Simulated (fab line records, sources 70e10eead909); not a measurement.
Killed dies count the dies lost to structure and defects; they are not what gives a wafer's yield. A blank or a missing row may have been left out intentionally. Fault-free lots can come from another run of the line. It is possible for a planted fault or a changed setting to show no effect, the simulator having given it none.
fab line records -- flow nand-harc
record lots=13, wafers=39, last-day=25
route steps=1159 shown P_ZERO_WELL@19 P_STI@73 END@1159
lots that met no fault: taken from a fault-free run of the same line
start-h: start of the lot's first displayed wafer, in hours after the record's first day -- wait-h: hours from the lot's prior step to this one -- " identical to the entry in the row above -- L1.1+2: a row that stands for several wafers -- - no value, or no start given -- * or withheld: withheld -- < > ~ a bound
route shown NAME@n: NAME is a module with steps in the file, n the number in the route of the first one -- usual: the fault-free wafers' mean and standard deviation -- same: alike in all rows -- chamber/n: place in a boat -- sites: readings site by site -- _std_site: the values' standard deviation -- _edge_site: outer sites' mean less inner sites' -- radius-mm: for every site, how far away it sits from the centre of the wafer -- mask NAME#n: copy n -- behind: tool/chamber where the wafer was last shaped -- hold: why the lot was held/for how many hours/how that ended -- device: names the non-switching transistor (n, p or np) -- end of line: the tests these same wafers got at the end of their route -- for a step that has no rows: nothing shown but its recipe -- killed: not the wafer's yield, but the dies lost to structure and defects at the first sort -- map: per-die view of a wafer (x killed, . not killed, _ where there is no die)
set.NAME: the setting as run; set.NAME@STEP: as run at that earlier step -- model.NAME: the simulator's own value behind a step, which no gauge read
steps of the route over a sample of lots; a table a step, a row a wafer
services: when a tool's chamber went out of use (start-h, in hours from the record's first day, below 0 if earlier), for how many hours, and the reason
## steps
# step NHARC_P_ZERO_WELL_ETCH_63
# recipe target-depth-a=1200, time-s=40.1, hbr-flow-sccm=150, cl2-flow-sccm=50, rf-w=400, icp-w=400, bias-w=100, chemistry=HBr/Cl2
# usual drypump-motor-current-A=5.7/0.52, oes-product-au=0.999/0.0095, throttle-valve-pct=26.404/0.0093
lot.wafer,tool,chamber,start-h,wait-h,drypump-motor-current-A,oes-product-au,rf-hours-counter-h,throttle-valve-pct
L400.3,rie-si-03,1,13.66,-,4.7,0.985,0.2,26.395
L400.1,rie-si-03,2,13.66,-,6.2,0.984,0.2,26.405
L400.4,rie-si-03,0,13.66,-,5.8,0.992,0.3,26.422
L401.4,rie-si-04,2,19.57,-,5.1,1.013,0.8,26.407
L401.1,rie-si-04,3,19.57,-,6.0,1.004,0.7,26.402
L401.5,rie-si-04,2,19.57,-,5.1,1.020,-,26.401
L402.2,rie-si-04,0,26.34,-,5.5,1.004,0.9,26.425
L402.3,rie-si-04,1,26.34,-,5.9,1.000,0.9,26.411
L402.5,rie-si-04,0,26.34,-,5.5,0.998,-,26.407
L403.2,rie-si-04,1,32.07,-,5.9,1.004,0.9,26.402
L403.3,rie-si-04,2,32.07,-,5.1,1.014,0.9,26.414
L403.1,rie-si-04,0,32.07,-,5.5,1.008,0.9,26.422
L404.1,rie-si-03,1,37.71,-,4.7,0.991,0.6,26.430
L404.5,rie-si-03,3,37.71,-,5.8,1.002,-,26.380
L404.6,rie-si-03,0,37.71,-,5.8,0.999,-,26.411
L405.3,rie-si-04,3,43.57,-,6.0,1.010,0.9,26.403
L405.2,rie-si-04,0,43.57,-,5.5,1.008,1.0,26.405
L405.1,rie-si-04,1,43.57,-,5.9,1.005,1.0,26.387
L407.2,rie-si-01,0,55.70,-,6.7,1.012,0.7,26.410
L407.6,rie-si-01,2,55.70,-,5.5,0.984,-,26.400
L407.5,rie-si-01,0,55.70,-,6.7,1.005,-,26.401
L416.4,rie-si-03,1,109.74,-,4.7,0.989,1.3,26.393
L416.3,rie-si-03,2,109.74,-,6.2,0.985,1.1,26.399
L416.5,rie-si-03,3,109.74,-,5.9,1.007,-,26.404
L419.2,rie-si-03,0,127.57,-,5.8,1.011,1.5,26.407
L419.3,rie-si-03,1,127.57,-,4.7,1.004,1.4,26.408
L419.6,rie-si-03,2,127.57,-,6.2,0.993,-,26.399
L420.1,rie-si-04,0,133.55,-,5.5,0.988,0.3,26.405
L420.4,rie-si-04,1,133.55,-,5.9,0.990,0.2,26.410
L420.6,rie-si-04,3,133.55,-,6.0,0.997,-,26.415
L421.3,rie-si-03,2,139.53,-,6.2,0.988,1.4,26.393
L421.5,rie-si-03,2,139.53,-,6.2,0.988,-,26.396
L421.6,rie-si-03,3,139.53,-,5.9,0.999,-,26.403
L422.2,rie-si-04,0,145.69,-,5.5,1.001,0.4,26.394
L422.4,rie-si-04,2,145.69,-,5.1,0.998,0.3,26.412
L422.1,rie-si-04,3,145.69,-,6.0,1.004,0.4,26.413
L423.4,rie-si-04,3,151.53,-,6.0,1.009,0.4,26.406
L423.3,rie-si-04,0,151.53,-,5.5,0.999,0.5,26.400
L423.2,rie-si-04,1,151.53,-,5.9,0.995,0.4,26.413
# step NHARC_P_STI_HM_DEP_30
# recipe target-thk-a=800, temp-c=790, pressure-mtorr=300, time-s=873, material=Si3N4
# usual susceptor-temp-C=789.98/0.27, zone-power-top-pct=28.7/2.1
lot.wafer,tool,chamber,start-h,wait-h,susceptor-temp-C,zone-power-top-pct
L400.1,lpcvd-02,1,30.89,3.6,789.63,25.7
L400.3,lpcvd-02,1,30.89,3.6,789.88,25.6
L400.4,lpcvd-02,1,30.89,3.6,789.71,25.6
L401.1,lpcvd-02,0,39.16,3.6,789.90,27.3
L401.4,lpcvd-02,0,39.16,3.6,790.19,27.5
L401.5,lpcvd-02,0,39.16,3.6,790.20,27.8
L402.2,lpcvd-02,0,45.58,4.6,790.14,27.1
L402.3,lpcvd-02,0,45.58,4.6,790.03,27.6
L402.5,lpcvd-02,0,45.58,4.6,789.99,27.3
L403.1,lpcvd-01,0,53.06,3.6,789.93,28.8
L403.2,lpcvd-01,0,53.06,3.6,790.03,29.2
L403.3,lpcvd-01,0,53.06,3.6,789.48,28.4
L404.1,lpcvd-01,1,53.06,3.6,789.97,31.2
L404.5,lpcvd-01,1,53.06,3.6,790.11,31.1
L404.6,lpcvd-01,1,53.06,3.6,790.42,30.9
L405.1,lpcvd-01,0,60.81,3.6,789.62,28.6
L405.2,lpcvd-01,0,60.81,3.6,789.91,28.7
L405.3,lpcvd-01,0,60.81,3.6,789.48,29.0
L405.1,lpcvd-01,0,64.57,0.5,790.29,29.1
L405.2,lpcvd-01,0,64.57,0.5,789.83,28.7
L405.3,lpcvd-01,0,64.57,0.5,789.71,28.5
L407.2,lpcvd-02,1,76.25,3.6,789.91,25.9
L407.5,lpcvd-02,1,76.25,3.6,789.55,26.2
L407.6,lpcvd-02,1,76.25,3.6,789.83,25.9
L407.2,lpcvd-02,1,80.07,0.5,789.78,26.1
L407.5,lpcvd-02,1,80.07,0.5,790.00,25.8
L407.6,lpcvd-02,1,80.07,0.5,790.44,25.9
L416.3,lpcvd-01,1,125.81,3.6,789.92,31.4
L416.4,lpcvd-01,1,125.81,3.6,790.13,31.2
L416.5,lpcvd-01,1,125.81,3.6,790.18,31.1
L419.2,lpcvd-02,0,145.47,3.6,789.81,27.2
L419.3,lpcvd-02,0,145.47,3.6,790.06,27.1
L419.6,lpcvd-02,0,145.47,3.6,789.93,27.7
L420.1,lpcvd-02,0,151.23,3.6,790.37,27.2
L420.4,lpcvd-02,0,151.23,3.6,790.24,27.2
L420.6,lpcvd-02,0,151.23,3.6,790.12,27.1
L421.3,lpcvd-01,1,157.44,3.6,789.55,31.2
L421.5,lpcvd-01,1,157.44,3.6,789.92,31.1
L421.6,lpcvd-01,1,157.44,3.6,790.48,31.4
L422.1,lpcvd-02,1,162.71,3.6,790.17,25.9
L422.2,lpcvd-02,1,162.71,3.6,789.96,26.2
L422.4,lpcvd-02,1,162.71,3.6,789.97,25.9
L423.2,lpcvd-02,1,168.62,3.6,790.39,26.0
L423.3,lpcvd-02,1,168.62,3.6,789.88,26.0
L423.4,lpcvd-02,1,168.62,3.6,790.02,25.6
# step NHARC_P_STI_CD_MEAS_09
# recipe target-cd-nm=200, landing-energy-ev=500
# usual cd-nm=200.1/2.6
lot.wafer,tool,chamber,start-h,wait-h,cd-nm
L400.1,cd-sem-01,0,34.88,-,202.0
L400.3,cd-sem-01,0,34.88,-,197.8
L400.4,cd-sem-01,0,34.88,-,196.7
L401.1,cd-sem-03,0,43.21,-,198.2
L401.4,cd-sem-03,0,43.21,-,199.8
L401.5,cd-sem-03,0,43.21,-,197.9
L402.2,cd-sem-03,0,49.50,-,201.8
L402.3,cd-sem-03,0,49.50,-,200.0
L402.5,cd-sem-03,0,49.50,-,200.3
L404.1,cd-sem-03,0,57.06,-,197.8
L404.5,cd-sem-03,0,57.06,-,200.8
L404.6,cd-sem-03,0,57.06,-,199.9
L403.1,cd-sem-03,0,57.22,-,200.8
L403.2,cd-sem-03,0,57.22,-,200.6
L403.3,cd-sem-03,0,57.22,-,203.2
L405.1,cd-sem-03,0,68.83,-,200.1
L405.2,cd-sem-03,0,68.83,-,199.2
L405.3,cd-sem-03,0,68.83,-,197.4
L407.2,cd-sem-01,0,84.40,-,202.2
L407.5,cd-sem-01,0,84.40,-,197.4
L407.6,cd-sem-01,0,84.40,-,199.6
L416.3,cd-sem-01,0,130.08,-,203.3
L416.4,cd-sem-01,0,130.08,-,202.6
L416.5,cd-sem-01,0,130.08,-,205.1
L419.2,cd-sem-01,0,149.51,-,195.0
L419.3,cd-sem-01,0,149.51,-,205.1
L419.6,cd-sem-01,0,149.51,-,202.7
L420.1,cd-sem-02,0,155.32,-,198.4
L420.4,cd-sem-02,0,155.32,-,196.6
L420.6,cd-sem-02,0,155.32,-,201.5
L421.3,cd-sem-03,0,163.28,-,203.1
L421.5,cd-sem-03,0,163.28,-,198.3
L421.6,cd-sem-03,0,163.28,-,203.0
L422.1,cd-sem-03,0,166.73,-,201.7
L422.2,cd-sem-03,0,166.73,-,198.7
L422.4,cd-sem-03,0,166.73,-,204.8
L423.2,cd-sem-02,0,172.69,-,200.1
L423.3,cd-sem-02,0,172.69,-,194.9
L423.4,cd-sem-02,0,172.69,-,200.2
# step NHARC_P_STI_ETCH_15
# recipe target-depth-a=3000, taper-deg=4, time-s=100.1, hbr-flow-sccm=150, cl2-flow-sccm=50, rf-w=400, icp-w=400, bias-w=100, chemistry=HBr/Cl2
# usual drypump-motor-current-A=6.0/0.32, oes-product-au=1.002/0.0096, throttle-valve-pct=26.405/0.01
lot.wafer,tool,chamber,start-h,wait-h,drypump-motor-current-A,oes-product-au,rf-hours-counter-h,throttle-valve-pct
L400.1,rie-si-05,3,35.43,-,6.3,1.007,0.9,26.407
L400.4,rie-si-05,0,35.43,-,6.6,1.000,0.9,26.390
L400.3,rie-si-05,1,35.43,-,5.8,1.011,1.0,26.388
L401.1,rie-si-02,0,43.88,-,5.9,1.001,0.0,26.395
L401.4,rie-si-02,2,43.88,-,6.1,1.007,0.0,26.404
L401.5,rie-si-02,3,43.88,-,6.1,1.003,-,26.402
L402.3,rie-si-02,0,50.05,-,5.9,1.007,0.1,26.400
L402.2,rie-si-02,1,50.05,-,5.6,0.995,0.1,26.402
L402.5,rie-si-02,0,50.05,-,5.9,0.992,-,26.398
L404.1,rie-si-06,1,57.64,-,5.8,0.995,0.3,26.411
L404.6,rie-si-06,2,57.64,-,5.5,1.014,-,26.416
L404.5,rie-si-06,3,57.64,-,5.4,1.011,-,26.409
L403.3,rie-si-05,2,57.76,-,6.1,0.985,1.0,26.408
L403.1,rie-si-05,3,57.76,-,6.3,0.985,1.1,26.403
L403.2,rie-si-05,0,57.76,-,6.6,1.001,1.0,26.386
L405.1,rie-si-02,3,69.89,-,6.1,0.991,0.3,26.399
L405.2,rie-si-02,0,69.89,-,5.9,0.993,0.3,26.408
L405.3,rie-si-02,2,69.89,-,6.1,1.002,0.2,26.398
L407.2,rie-si-05,3,84.96,-,6.2,1.010,0.1,26.425
L407.6,rie-si-05,1,84.96,-,5.8,0.995,-,26.404
L407.5,rie-si-05,2,84.96,-,6.1,1.005,-,26.407
L416.3,rie-si-02,3,130.64,-,6.1,0.996,0.7,26.405
L416.4,rie-si-02,1,130.64,-,5.6,1.023,-,26.411
L416.5,rie-si-02,3,130.64,-,6.2,1.002,-,26.395
L419.3,rie-si-06,1,150.06,-,5.8,0.997,1.0,26.409
L419.2,rie-si-06,3,150.06,-,5.4,1.009,0.9,26.403
L419.6,rie-si-06,0,150.06,-,6.2,1.009,-,26.383
L420.4,rie-si-05,0,155.87,-,6.6,0.997,0.5,26.409
L420.1,rie-si-05,1,155.87,-,5.8,0.995,0.6,26.404
L420.6,rie-si-05,3,155.87,-,6.2,1.005,-,26.402
L421.3,rie-si-05,2,163.85,-,6.1,0.995,0.8,26.412
L421.5,rie-si-05,3,163.85,-,6.2,1.006,-,26.419
L421.6,rie-si-05,0,163.85,-,6.6,1.002,-,26.416
L422.1,rie-si-05,0,167.28,-,6.6,0.995,0.8,26.404
L422.4,rie-si-05,1,167.28,-,5.8,0.990,0.7,26.416
L422.2,rie-si-05,2,167.28,-,6.1,0.980,0.8,26.405
L423.2,rie-si-02,2,173.22,-,6.1,0.986,0.8,26.384
L423.4,rie-si-02,3,173.22,-,6.1,0.996,1.0,26.405
L423.3,rie-si-02,0,173.22,-,5.9,1.000,1.0,26.381
# step NHARC_END_SORT_01
# recipe temp-c=25
# usual killed-at-array=25/9.2, killed-at-other=0.8/1.2, killed-at-periphery=3.9/2.6, killed-dies=30/9.7, killed-open=3.4/1.9, killed-short=2.0/1.4
# same gross-dies=677
lot.wafer,tool,chamber,start-h,wait-h,killed-at-array,killed-at-other,killed-at-periphery,killed-dies,killed-open,killed-short
L405.1,prober-01,0,467.02,2.5,20,0,657,677,3,3
L405.2,prober-01,0,467.82,2.8,12,0,665,677,4,2
L405.3,prober-01,0,468.61,3.1,24,0,653,677,3,1
L407.2,prober-02,0,484.31,2.8,29,2,646,677,4,1
L407.5,prober-02,0,486.70,3.7,30,0,647,677,5,4
L407.6,prober-02,0,487.50,4.0,24,0,653,677,2,2
# killed by level:class
L405.1 P_STI:area-dep=656 A_SLIT:chamber-film-flake=6 A_STAIRCASE:chamber-film-flake=3 A_CONTACT:chamber-film-flake=3 A_WL_FILL:geometric-particle:short=2 P_GATE:geometric-particle:open=1 A_ONON_D1:geometric-particle:open=1 A_SGD_CUT:geometric-particle:open=1
L405.2 P_STI:area-dep=660 P_STI:chamber-film-flake=3 A_SLIT:chamber-film-flake=3 A_STAIRCASE:chamber-film-flake=2 P_GATE:geometric-particle:open=1 P_M0:geometric-particle:open=1 A_SOURCE_PLATE:geometric-particle:open=1 A_ONON_D1:geometric-particle:short=1
L405.3 P_STI:area-dep=651 A_SLIT:chamber-film-flake=12 A_STAIRCASE:chamber-film-flake=7 P_M0:geometric-particle:open=1 A_ONON_D1:geometric-particle:open=1 A_CHANNEL_FILL_D1:geometric-particle:open=1 A_WL_FILL:geometric-particle:short=1 P_STI:chamber-film-flake=1
L407.2 P_STI:area-dep=645 A_CHANNEL_HOLE_D1:chamber-film-flake=12 A_STAIRCASE:chamber-film-flake=5 A_CONTACT:chamber-film-flake=3 A_WL_FILL:geometric-particle:open=2 THIN_TSV:chamber-film-flake=2 A_ONON_D1:geometric-particle:open=1 A_WL_FILL:geometric-particle:short=1
L407.5 P_STI:area-dep=642 A_CHANNEL_HOLE_D1:chamber-film-flake=17 A_STAIRCASE:chamber-film-flake=3 A_CHANNEL_FILL_D1:geometric-particle:short=2 A_WL_FILL:geometric-particle:open=2 P_GATE:chamber-film-flake=2 P_CONTACT:geometric-particle:short=1 P_M1:geometric-particle:open=1
L407.6 P_STI:area-dep=652 A_CHANNEL_HOLE_D1:chamber-film-flake=9 A_STAIRCASE:chamber-film-flake=5 A_CONTACT:chamber-film-flake=3 A_WL_FILL:chamber-film-flake=2 A_ONON_D1:geometric-particle:open=1 A_CHANNEL_FILL_D1:geometric-particle:short=1 A_M0:geometric-particle:open=1
## services
tool,chamber,start-h,hours,kind
rie-si-01,3,-6.51,2.6,repair
rie-si-05,2,-0.34,6.9,repair
rie-si-04,0,2.36,5.6,repair
rie-si-06,-,6.00,9.0,pm
rie-si-01,1,11.23,9.3,repair
lpcvd-01,-,19.38,32.7,repair
rie-si-04,1,28.82,2.8,repair
rie-si-02,-,34.00,9.0,pm
lpcvd-02,-,51.74,0.9,repair
rie-si-01,3,53.51,15.7,repair
rie-si-03,-,54.05,0.9,repair
rie-si-05,-,62.00,9.0,pm
rie-si-01,1,71.28,3.1,repair
rie-si-04,-,99.00,9.0,pm
rie-si-04,0,99.00,9.0,vent-cycle
rie-si-04,1,99.00,9.0,vent-cycle
rie-si-04,2,99.00,9.0,vent-cycle
rie-si-04,3,99.00,9.0,vent-cycle
rie-si-01,1,110.79,6.6,repair
rie-si-01,-,127.00,9.0,pm
rie-si-02,2,128.28,7.7,repair
rie-si-02,3,147.59,6.5,repair
rie-si-03,-,155.00,9.0,pm
rie-si-05,0,169.77,3.0,repair
## key
first-sign step=NHARC_P_STI_HM_DEP_30, reading=visit, direction=added
effect step=NHARC_END_SORT_01, reading=killed-at-periphery, direction=up, sigmas=99+, usual=3.9, struck=653.5
more-kills-born-at NHARC_P_STI_HM_DEP_30@lpcvd-01=1967, NHARC_P_STI_HM_DEP_30@lpcvd-02=1939
met-at NHARC_P_STI_HM_DEP_30
struck-lots L405,L407
later-rows-left-out L405.1,L405.2,L405.3,L407.2,L407.5,L407.6
tester-left-out L405,L407
not-acting-at NHARC_P_ZERO_WELL_ETCH_63,NHARC_P_STI_CD_MEAS_09,NHARC_P_STI_ETCH_15
fault kind=repeated-step-whole, tool=lpcvd-01,lpcvd-02, chamber=-, onset-h=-, steps=NHARC_P_STI_HM_DEP_30, times=1, scope=struck-lots-only
# tester-left-out: of these lots the tester's yield and bins aren't shown, on N5 and GAA mostly nor the transistor test; their killed dies are dies lost to structure and defects alone, not to doping, threshold or leakage, so they don't give the yield
# later-rows-left-out: the simulator's readings of these wafers behind a module that went badly wrong aren't trusted and aren't shown, but for the sort
